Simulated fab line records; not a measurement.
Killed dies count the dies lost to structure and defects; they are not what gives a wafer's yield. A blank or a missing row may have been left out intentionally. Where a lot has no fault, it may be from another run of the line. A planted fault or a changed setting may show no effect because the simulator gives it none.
Chamber matching -- flow n5-finfet -- N5_BEOL_M1_ETCH_64 on rie-diel-01 has 4 sister chambers
The step etches SOC in N2/H2, target depth 75 nm, overetch 15 nm, time 112.5 s. 16 wafers are shown with their chamber, then 8 later ones without.

WAFERS WITH THEIR CHAMBER
wafer,chamber,drypump-motor-current-A (A),showerhead-plenum-p-Torr (Torr),throttle-valve-pct (%)
L074.1,1,5.9,2.52,18.51
L074.3,3,6.2,2.70,17.87
L074.5,1,5.9,2.52,18.49
L076.1,1,5.9,2.52,18.52
L076.2,3,6.2,2.70,17.86
L076.3,0,5.1,2.48,17.65
L077.1,2,5.6,2.66,17.94
L077.2,1,5.9,2.52,18.52
L077.4,2,5.7,2.66,17.96
L086.1,1,5.9,2.51,18.54
L086.4,0,5.1,2.48,17.67
L086.5,3,6.2,2.70,17.92
L090.1,0,5.1,2.47,17.70
L090.4,2,5.6,2.65,17.99
L090.6,3,6.2,2.69,17.92
L092.1,3,6.2,2.69,17.93

SIGNATURES (means of the wafers above)
reading,chamber 0,chamber 1,chamber 2,chamber 3,scatter within a chamber
drypump-motor-current-A,5.100,5.900,5.633,6.200,0.0236
showerhead-plenum-p-Torr,2.4767,2.5180,2.6567,2.6960,0.00527
throttle-valve-pct,17.6733,18.5160,17.9633,17.9000,0.0259
Rule: for a wafer and a chamber, the distance is found by dividing, reading by reading, the gap between the wafer's reading and the chamber's mean by the reading's scatter, squaring, summing and taking the root. The wafer belongs to the nearest chamber; if the next one is less than 2 further off, it can't be placed. The scatter: the root of (the sum of the squares of (reading less its chamber's mean) over the shown wafers, divided by (wafers less chambers)).

WAFERS WITH NO CHAMBER GIVEN
wafer,drypump-motor-current-A (A),showerhead-plenum-p-Torr (Torr),throttle-valve-pct (%)
L092.2,5.1,2.47,17.70
L092.4,6.3,2.69,17.93
L093.1,6.0,2.51,18.16
L093.4,5.6,2.64,17.99
L093.5,6.0,2.51,18.16
L094.4,5.9,2.51,18.14
L094.5,5.1,2.47,17.69
L094.6,5.9,2.51,18.16

EACH ONE'S CHAMBER
wafer,from the rows above,in truth
L092.2,0,0
L092.4,3,3
L093.1,1,1
L093.4,2,2
L093.5,1,1
L094.4,1,1
L094.5,0,0
L094.6,1,1
8 of 8 placed correctly. From these rows, 0 cannot be placed. Placed wrongly: 0.
